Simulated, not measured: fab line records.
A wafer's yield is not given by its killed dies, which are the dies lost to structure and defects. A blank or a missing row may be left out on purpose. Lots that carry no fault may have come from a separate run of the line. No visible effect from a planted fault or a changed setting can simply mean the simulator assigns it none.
The tool behind it: which one? || flow nandHarc || Sampling: 12 lots, 36 wafers, 5 of 1159 route steps

WHAT EACH GAUGE READ, for each wafer
NHARC_END_SORT_01. Usual: killedAtArray 27, standard deviation 10; killedAtOther 0.6, standard deviation 0.83; killedAtPeriphery 2.4, standard deviation 1.8; killedDies 30, standard deviation 10; killedOpen 3.3, standard deviation 1.7; killedShort 1.8, standard deviation 1.4.
{"lot": "L266", "measured": "day 20 06:23", "on": "prober-01", "killedAtArray": "31 32 14", "killedAtOther": "1 0 2", "killedAtPeriphery": "1 2 3", "killedDies": "33 34 19", "killedOpen": "6 6 1", "killedShort": "0 4 3", "flag": ""}
{"lot": "L267", "measured": "day 20 06:20", "on": "prober-02", "killedAtArray": "27 28 15", "killedAtOther": "0 1 0", "killedAtPeriphery": "5 1 0", "killedDies": "32 30 15", "killedOpen": "3 3 2", "killedShort": "1 5 1", "flag": ""}
{"lot": "L269", "measured": "day 20 15:52", "on": "prober-01", "killedAtArray": "39 34 32", "killedAtOther": "0 0 1", "killedAtPeriphery": "1 2 0", "killedDies": "40 36 33", "killedOpen": "3 3 2", "killedShort": "0 2 2", "flag": ""}
{"lot": "L271", "measured": "day 21 06:29", "on": "prober-02", "killedAtArray": "12 19 9", "killedAtOther": "1 1 0", "killedAtPeriphery": "4 1 1", "killedDies": "17 21 10", "killedOpen": "3 2 4", "killedShort": "4 5 1", "flag": ""}
{"lot": "L277", "measured": "day 21 21:55", "on": "prober-01", "killedAtArray": "674 673 676", "killedAtOther": "2 1 0", "killedAtPeriphery": "1 3 1", "killedDies": "677 677 677", "killedOpen": "5 5 9", "killedShort": "3 1 0", "flag": "OFF"}
{"lot": "L276", "measured": "day 22 06:43", "on": "prober-02", "killedAtArray": "675 675 675", "killedAtOther": "0 0 0", "killedAtPeriphery": "2 2 2", "killedDies": "677 677 677", "killedOpen": "3 5 1", "killedShort": "2 4 0", "flag": "OFF"}
{"lot": "L281", "measured": "day 23 15:56", "on": "prober-02", "killedAtArray": "33 43 33", "killedAtOther": "0 0 0", "killedAtPeriphery": "1 1 2", "killedDies": "34 44 35", "killedOpen": "4 4 4", "killedShort": "1 4 2", "flag": ""}
{"lot": "L282", "measured": "day 24 01:17", "on": "prober-01", "killedAtArray": "54 40 48", "killedAtOther": "0 1 0", "killedAtPeriphery": "4 2 3", "killedDies": "58 43 51", "killedOpen": "4 4 4", "killedShort": "3 1 2", "flag": ""}
{"lot": "L285", "measured": "day 24 18:47", "on": "prober-02", "killedAtArray": "46 46 32", "killedAtOther": "1 0 0", "killedAtPeriphery": "7 6 7", "killedDies": "54 52 39", "killedOpen": "7 1 2", "killedShort": "2 5 0", "flag": ""}
{"lot": "L283", "measured": "day 24 19:37", "on": "prober-01", "killedAtArray": "17 20 19", "killedAtOther": "4 2 0", "killedAtPeriphery": "2 3 3", "killedDies": "23 25 22", "killedOpen": "8 4 6", "killedShort": "2 1 1", "flag": ""}
{"lot": "L284", "measured": "day 25 03:20", "on": "prober-02", "killedAtArray": "22 16 25", "killedAtOther": "1 1 2", "killedAtPeriphery": "7 12 3", "killedDies": "30 29 30", "killedOpen": "6 3 3", "killedShort": "1 1 2", "flag": ""}
{"lot": "L286", "measured": "day 25 11:56", "on": "prober-02", "killedAtArray": "34 27 30", "killedAtOther": "1 1 2", "killedAtPeriphery": "1 1 4", "killedDies": "36 29 36", "killedOpen": "5 3 2", "killedShort": "0 2 1", "flag": ""}

EACH LOT AND THE TOOL THAT RAN IT (in order: tool; ch and the chambers of the sampled wafers; start)
{"lot": "L266", "NHARC_A_BLC_DESCUM_15": "rieDiel-08 ch 0,1,2, day 17 21:53", "NHARC_A_BLC_ETCH_16": "rieDiel-08 ch 0,1,2, day 17 21:59", "NHARC_A_BLC_DEGAS_30": "pvdSputter-03, day 17 23:29", "NHARC_A_BLC_ALD_23": "aldMetal-03 ch 1,2,3, day 17 23:43"}
{"lot": "L267", "NHARC_A_BLC_DESCUM_15": "rieDiel-08 ch 1,3, day 18 05:26", "NHARC_A_BLC_ETCH_16": "rieDiel-08 ch 0,1, day 18 05:30", "NHARC_A_BLC_DEGAS_30": "pvdSputter-03, day 18 07:00", "NHARC_A_BLC_ALD_23": "aldMetal-02 ch 0,1, day 18 07:15"}
{"lot": "L269", "NHARC_A_BLC_DESCUM_15": "rieDiel-08 ch 2,3, day 18 13:16", "NHARC_A_BLC_ETCH_16": "rieDiel-08 ch 1,2,3, day 18 13:20", "NHARC_A_BLC_DEGAS_30": "pvdSputter-02, day 18 14:49", "NHARC_A_BLC_ALD_23": "aldMetal-03 ch 0,3, day 18 15:04"}
{"lot": "L271", "NHARC_A_BLC_DESCUM_15": "rieDiel-03 ch 0,1,3, day 19 03:56", "NHARC_A_BLC_ETCH_16": "rieDiel-03 ch 0,2,3, day 19 04:01", "NHARC_A_BLC_DEGAS_30": "pvdSputter-02, day 19 05:30", "NHARC_A_BLC_ALD_23": "aldMetal-04 ch 0,2,3, day 19 05:45"}
{"lot": "L277", "NHARC_A_BLC_DESCUM_15": "rieDiel-03 ch 0,1,3, day 20 01:38", "NHARC_A_BLC_ETCH_16": "rieDiel-03 ch 0,2,3, day 20 01:55", "NHARC_A_BLC_DEGAS_30": "pvdSputter-03, day 20 03:25", "NHARC_A_BLC_ALD_23": "aldMetal-02 ch 0,2,3, day 20 03:40"}
{"lot": "L276", "NHARC_A_BLC_DESCUM_15": "rieDiel-03 ch 1,2, day 20 05:58", "NHARC_A_BLC_ETCH_16": "rieDiel-03 ch 1,3, day 20 06:03", "NHARC_A_BLC_DEGAS_30": "pvdSputter-03, day 20 07:34", "NHARC_A_BLC_ALD_23": "aldMetal-03 ch 1,2,3, day 20 07:50"}
{"lot": "L281", "NHARC_A_BLC_DESCUM_15": "rieDiel-11 ch 0,1,3, day 21 20:38", "NHARC_A_BLC_ETCH_16": "rieDiel-11 ch 0,2,3, day 21 20:43", "NHARC_A_BLC_DEGAS_30": "pvdSputter-01, day 21 22:17", "NHARC_A_BLC_ALD_23": "aldMetal-04 ch 0,2,3, day 21 22:34"}
{"lot": "L282", "NHARC_A_BLC_DESCUM_15": "rieDiel-03 ch 1,2, day 21 20:55", "NHARC_A_BLC_ETCH_16": "rieDiel-03 ch 0,1,3, day 21 21:01", "NHARC_A_BLC_DEGAS_30": "pvdSputter-03, day 21 22:29", "NHARC_A_BLC_ALD_23": "aldMetal-02 ch 2,3, day 21 22:44"}
{"lot": "L285", "NHARC_A_BLC_DESCUM_15": "rieDiel-11 ch 1,2,3, day 22 19:47", "NHARC_A_BLC_ETCH_16": "rieDiel-11 ch 1,2,3, day 22 19:53", "NHARC_A_BLC_DEGAS_30": "pvdSputter-01, day 22 21:22", "NHARC_A_BLC_ALD_23": "aldMetal-03 ch 1,2,3, day 22 21:37"}
{"lot": "L283", "NHARC_A_BLC_DESCUM_15": "rieDiel-08 ch 0,2,3, day 23 00:04", "NHARC_A_BLC_ETCH_16": "rieDiel-08 ch 0,2,3, day 23 00:10", "NHARC_A_BLC_DEGAS_30": "pvdSputter-02, day 23 01:39", "NHARC_A_BLC_ALD_23": "aldMetal-04 ch 0,1,2, day 23 01:55"}
{"lot": "L284", "NHARC_A_BLC_DESCUM_15": "rieDiel-03 ch 0,1,3, day 23 00:50", "NHARC_A_BLC_ETCH_16": "rieDiel-03 ch 0,2, day 23 00:55", "NHARC_A_BLC_DEGAS_30": "pvdSputter-01, day 23 02:23", "NHARC_A_BLC_ALD_23": "aldMetal-03 ch 1,2,3, day 23 02:40"}
{"lot": "L286", "NHARC_A_BLC_DESCUM_15": "rieDiel-08 ch 0,1,2, day 23 07:55", "NHARC_A_BLC_ETCH_16": "rieDiel-08 ch 1,2,3, day 23 07:59", "NHARC_A_BLC_DEGAS_30": "pvdSputter-02, day 23 09:28", "NHARC_A_BLC_ALD_23": "aldMetal-04 ch 0,1,2, day 23 09:44"}
- NHARC_A_BLC_DESCUM_15: chemistry O2, time 3 s.
- NHARC_A_BLC_ETCH_16: etches the open film in CF4, target depth 39 nm, time 65 s.
- NHARC_A_BLC_DEGAS_30: time 60 s.
- NHARC_A_BLC_ALD_23: deposits TiN, target thk 3 nm, pulse time 1 s, ald cycles 150.

WHAT THE TOOLS THEMSELVES READ (means of the sampled wafers that have a number; where no wafer has one, the mark that the record gives instead)
NHARC_A_BLC_DESCUM_15. Usual: drypumpMotorCurrentA 5.7 A, standard deviation 0.63; oesProductAu 1.003 a.u., standard deviation 0.012; rfVppV 57.7 V, standard deviation 0.97; showerheadPlenumPTorr 1.91 Torr, standard deviation 0.088; throttleValvePct 11.313 %, standard deviation 0.0092.
{"lot": "L266", "tool": "rieDiel-08", "drypumpMotorCurrentA (A)": 5.8, "oesProductAu (a.u.)": 1.010, "rfVppV (V)": 57.9, "showerheadPlenumPTorr (Torr)": 1.87, "throttleValvePct (%)": 11.311, "flag": ""}
{"lot": "L267", "tool": "rieDiel-08", "drypumpMotorCurrentA (A)": 5.3, "oesProductAu (a.u.)": 1.008, "rfVppV (V)": 57.9, "showerheadPlenumPTorr (Torr)": 1.95, "throttleValvePct (%)": 11.310, "flag": ""}
{"lot": "L269", "tool": "rieDiel-08", "drypumpMotorCurrentA (A)": 5.5, "oesProductAu (a.u.)": 1.001, "rfVppV (V)": 56.6, "showerheadPlenumPTorr (Torr)": 1.84, "throttleValvePct (%)": 11.308, "flag": ""}
{"lot": "L271", "tool": "rieDiel-03", "drypumpMotorCurrentA (A)": 5.1, "oesProductAu (a.u.)": 0.998, "rfVppV (V)": 57.7, "showerheadPlenumPTorr (Torr)": 1.97, "throttleValvePct (%)": 11.309, "flag": ""}
{"lot": "L277", "tool": "rieDiel-03", "drypumpMotorCurrentA (A)": 5.1, "oesProductAu (a.u.)": 1.009, "rfVppV (V)": 57.8, "showerheadPlenumPTorr (Torr)": 1.97, "throttleValvePct (%)": 11.323, "flag": ""}
{"lot": "L276", "tool": "rieDiel-03", "drypumpMotorCurrentA (A)": 5.8, "oesProductAu (a.u.)": 1.004, "rfVppV (V)": 58.4, "showerheadPlenumPTorr (Torr)": 1.99, "throttleValvePct (%)": 11.306, "flag": ""}
{"lot": "L281", "tool": "rieDiel-11", "drypumpMotorCurrentA (A)": 5.7, "oesProductAu (a.u.)": 0.996, "rfVppV (V)": 57.7, "showerheadPlenumPTorr (Torr)": 1.85, "throttleValvePct (%)": 11.315, "flag": ""}
{"lot": "L282", "tool": "rieDiel-03", "drypumpMotorCurrentA (A)": 6.4, "oesProductAu (a.u.)": 1.000, "rfVppV (V)": 57.0, "showerheadPlenumPTorr (Torr)": 1.92, "throttleValvePct (%)": 11.315, "flag": ""}
{"lot": "L285", "tool": "rieDiel-11", "drypumpMotorCurrentA (A)": 5.9, "oesProductAu (a.u.)": 1.005, "rfVppV (V)": 57.4, "showerheadPlenumPTorr (Torr)": 1.85, "throttleValvePct (%)": 11.319, "flag": ""}
{"lot": "L283", "tool": "rieDiel-08", "drypumpMotorCurrentA (A)": 5.4, "oesProductAu (a.u.)": 0.987, "rfVppV (V)": 57.8, "showerheadPlenumPTorr (Torr)": 1.83, "throttleValvePct (%)": 11.315, "flag": ""}
{"lot": "L284", "tool": "rieDiel-03", "drypumpMotorCurrentA (A)": 5.1, "oesProductAu (a.u.)": 1.002, "rfVppV (V)": 58.8, "showerheadPlenumPTorr (Torr)": 1.97, "throttleValvePct (%)": 11.318, "flag": ""}
{"lot": "L286", "tool": "rieDiel-08", "drypumpMotorCurrentA (A)": 5.8, "oesProductAu (a.u.)": 0.998, "rfVppV (V)": 56.7, "showerheadPlenumPTorr (Torr)": 1.87, "throttleValvePct (%)": 11.316, "flag": ""}

NHARC_A_BLC_ETCH_16. Usual: drypumpMotorCurrentA 5.6 A, standard deviation 0.62; oesProductAu 1.001 a.u., standard deviation 0.011; rfVppV 151.1 V, standard deviation 1.3; showerheadPlenumPTorr 1.77 Torr, standard deviation 0.075; throttleValvePct 13.284 %, standard deviation 0.0088.
{"lot": "L266", "tool": "rieDiel-08", "drypumpMotorCurrentA (A)": 5.8, "oesProductAu (a.u.)": 0.998, "rfVppV (V)": 151.1, "showerheadPlenumPTorr (Torr)": 1.73, "throttleValvePct (%)": 13.279, "flag": ""}
{"lot": "L267", "tool": "rieDiel-08", "drypumpMotorCurrentA (A)": 5.7, "oesProductAu (a.u.)": 1.003, "rfVppV (V)": 152.0, "showerheadPlenumPTorr (Torr)": 1.72, "throttleValvePct (%)": 13.285, "flag": ""}
{"lot": "L269", "tool": "rieDiel-08", "drypumpMotorCurrentA (A)": 5.6, "oesProductAu (a.u.)": 1.003, "rfVppV (V)": 150.8, "showerheadPlenumPTorr (Torr)": 1.77, "throttleValvePct (%)": 13.277, "flag": ""}
{"lot": "L271", "tool": "rieDiel-03", "drypumpMotorCurrentA (A)": 5.6, "oesProductAu (a.u.)": 0.996, "rfVppV (V)": 149.9, "showerheadPlenumPTorr (Torr)": 1.76, "throttleValvePct (%)": 13.284, "flag": ""}
{"lot": "L277", "tool": "rieDiel-03", "drypumpMotorCurrentA (A)": 5.6, "oesProductAu (a.u.)": 1.008, "rfVppV (V)": 151.2, "showerheadPlenumPTorr (Torr)": 1.76, "throttleValvePct (%)": 13.283, "flag": ""}
{"lot": "L276", "tool": "rieDiel-03", "drypumpMotorCurrentA (A)": 5.2, "oesProductAu (a.u.)": 1.009, "rfVppV (V)": 151.8, "showerheadPlenumPTorr (Torr)": 1.82, "throttleValvePct (%)": 13.292, "flag": ""}
{"lot": "L281", "tool": "rieDiel-11", "drypumpMotorCurrentA (A)": 6.2, "oesProductAu (a.u.)": 0.988, "rfVppV (V)": 150.8, "showerheadPlenumPTorr (Torr)": 1.75, "throttleValvePct (%)": 13.281, "flag": ""}
{"lot": "L282", "tool": "rieDiel-03", "drypumpMotorCurrentA (A)": 5.1, "oesProductAu (a.u.)": 0.999, "rfVppV (V)": 151.1, "showerheadPlenumPTorr (Torr)": 1.81, "throttleValvePct (%)": 13.280, "flag": ""}
{"lot": "L285", "tool": "rieDiel-11", "drypumpMotorCurrentA (A)": 5.9, "oesProductAu (a.u.)": 0.997, "rfVppV (V)": 150.4, "showerheadPlenumPTorr (Torr)": 1.71, "throttleValvePct (%)": 13.286, "flag": ""}
{"lot": "L283", "tool": "rieDiel-08", "drypumpMotorCurrentA (A)": 5.5, "oesProductAu (a.u.)": 0.993, "rfVppV (V)": 150.4, "showerheadPlenumPTorr (Torr)": 1.70, "throttleValvePct (%)": 13.278, "flag": ""}
{"lot": "L284", "tool": "rieDiel-03", "drypumpMotorCurrentA (A)": 6.2, "oesProductAu (a.u.)": 1.007, "rfVppV (V)": 150.5, "showerheadPlenumPTorr (Torr)": 1.74, "throttleValvePct (%)": 13.274, "flag": ""}
{"lot": "L286", "tool": "rieDiel-08", "drypumpMotorCurrentA (A)": 5.6, "oesProductAu (a.u.)": 1.007, "rfVppV (V)": 151.5, "showerheadPlenumPTorr (Torr)": 1.77, "throttleValvePct (%)": 13.285, "flag": ""}

NHARC_A_BLC_DEGAS_30. Usual: heaterPowerW 449 W, standard deviation 33; susceptorTempC 299.99 C, standard deviation 0.21.
{"lot": "L266", "tool": "pvdSputter-03", "heaterPowerW (W)": 434, "susceptorTempC (C)": 299.95, "flag": ""}
{"lot": "L267", "tool": "pvdSputter-03", "heaterPowerW (W)": 462, "susceptorTempC (C)": "-", "flag": "OFF"}
{"lot": "L269", "tool": "pvdSputter-02", "heaterPowerW (W)": 437, "susceptorTempC (C)": "-", "flag": "OFF"}
{"lot": "L271", "tool": "pvdSputter-02", "heaterPowerW (W)": 466, "susceptorTempC (C)": 300.11, "flag": ""}
{"lot": "L277", "tool": "pvdSputter-03", "heaterPowerW (W)": 417, "susceptorTempC (C)": 299.86, "flag": ""}
{"lot": "L276", "tool": "pvdSputter-03", "heaterPowerW (W)": 431, "susceptorTempC (C)": 299.92, "flag": ""}
{"lot": "L281", "tool": "pvdSputter-01", "heaterPowerW (W)": 460, "susceptorTempC (C)": 300.06, "flag": ""}
{"lot": "L282", "tool": "pvdSputter-03", "heaterPowerW (W)": 472, "susceptorTempC (C)": 299.99, "flag": ""}
{"lot": "L285", "tool": "pvdSputter-01", "heaterPowerW (W)": 460, "susceptorTempC (C)": 299.92, "flag": ""}
{"lot": "L283", "tool": "pvdSputter-02", "heaterPowerW (W)": 457, "susceptorTempC (C)": 299.82, "flag": ""}
{"lot": "L284", "tool": "pvdSputter-01", "heaterPowerW (W)": 487, "susceptorTempC (C)": 299.97, "flag": ""}
{"lot": "L286", "tool": "pvdSputter-02", "heaterPowerW (W)": 460, "susceptorTempC (C)": 300.04, "flag": ""}

NHARC_A_BLC_ALD_23. Usual: heaterPowerOuterW 717 W, standard deviation 67; heaterPowerW 1112 W, standard deviation 100; precursorPulseHeightRel 0.998, standard deviation 0.022; susceptorTempC 449.99 C, standard deviation 0.24.
{"lot": "L266", "tool": "aldMetal-03", "heaterPowerOuterW (W)": 746, "heaterPowerW (W)": 1149, "precursorPulseHeightRel": 0.994, "susceptorTempC (C)": 449.85, "flag": ""}
{"lot": "L267", "tool": "aldMetal-02", "heaterPowerOuterW (W)": 681, "heaterPowerW (W)": 1022, "precursorPulseHeightRel": 1.005, "susceptorTempC (C)": 450.26, "flag": ""}
{"lot": "L269", "tool": "aldMetal-03", "heaterPowerOuterW (W)": 688, "heaterPowerW (W)": 1043, "precursorPulseHeightRel": 0.984, "susceptorTempC (C)": "-", "flag": "OFF"}
{"lot": "L271", "tool": "aldMetal-04", "heaterPowerOuterW (W)": 765, "heaterPowerW (W)": 1198, "precursorPulseHeightRel": 1.021, "susceptorTempC (C)": 450.00, "flag": ""}
{"lot": "L277", "tool": "aldMetal-02", "heaterPowerOuterW (W)": "-", "heaterPowerW (W)": "-", "precursorPulseHeightRel": "-", "susceptorTempC (C)": "-", "flag": "OFF"}
{"lot": "L276", "tool": "aldMetal-03", "heaterPowerOuterW (W)": "-", "heaterPowerW (W)": "-", "precursorPulseHeightRel": "-", "susceptorTempC (C)": "-", "flag": "OFF"}
{"lot": "L281", "tool": "aldMetal-04", "heaterPowerOuterW (W)": 776, "heaterPowerW (W)": 1203, "precursorPulseHeightRel": 0.988, "susceptorTempC (C)": 449.99, "flag": ""}
{"lot": "L282", "tool": "aldMetal-02", "heaterPowerOuterW (W)": 662, "heaterPowerW (W)": 1042, "precursorPulseHeightRel": 0.990, "susceptorTempC (C)": 450.06, "flag": ""}
{"lot": "L285", "tool": "aldMetal-03", "heaterPowerOuterW (W)": 740, "heaterPowerW (W)": 1122, "precursorPulseHeightRel": 1.027, "susceptorTempC (C)": 450.00, "flag": ""}
{"lot": "L283", "tool": "aldMetal-04", "heaterPowerOuterW (W)": 782, "heaterPowerW (W)": 1205, "precursorPulseHeightRel": 1.003, "susceptorTempC (C)": 450.01, "flag": ""}
{"lot": "L284", "tool": "aldMetal-03", "heaterPowerOuterW (W)": 730, "heaterPowerW (W)": 1117, "precursorPulseHeightRel": 1.009, "susceptorTempC (C)": 450.02, "flag": ""}
{"lot": "L286", "tool": "aldMetal-04", "heaterPowerOuterW (W)": 789, "heaterPowerW (W)": 1205, "precursorPulseHeightRel": 0.988, "susceptorTempC (C)": 449.89, "flag": ""}

THE ANSWER, worked out from the rows above alone
Rule: take the mean of a lot's wafers that have a number; if it is more than 3 standard deviations from the usual mean, the lot is off. A lot without any number at a reading at which 4 lots or more have one is off too. Any other lot the step has rows for is counted as sound. First the gauges in route order, then the tools' own readings, where a lot's mean is used as printed above. At the first step where some lot is off, the reading lying furthest off is the one used; lots without a number count as furthest.
Off, at NHARC_END_SORT_01 on killedAtArray: L277, L276.
A tool fits if, at a process step before that reading, it ran every lot that is off, and no sound lot after the first of them. Not tried: the gauges at NHARC_END_SORT_01; whatever is off there is also off at NHARC_A_BLC_ALD_23, on other tools, and gauge error can't account for it. Not one of the candidates tried fits.

WHAT HAD BEEN PUT IN BY THE SIMULATOR
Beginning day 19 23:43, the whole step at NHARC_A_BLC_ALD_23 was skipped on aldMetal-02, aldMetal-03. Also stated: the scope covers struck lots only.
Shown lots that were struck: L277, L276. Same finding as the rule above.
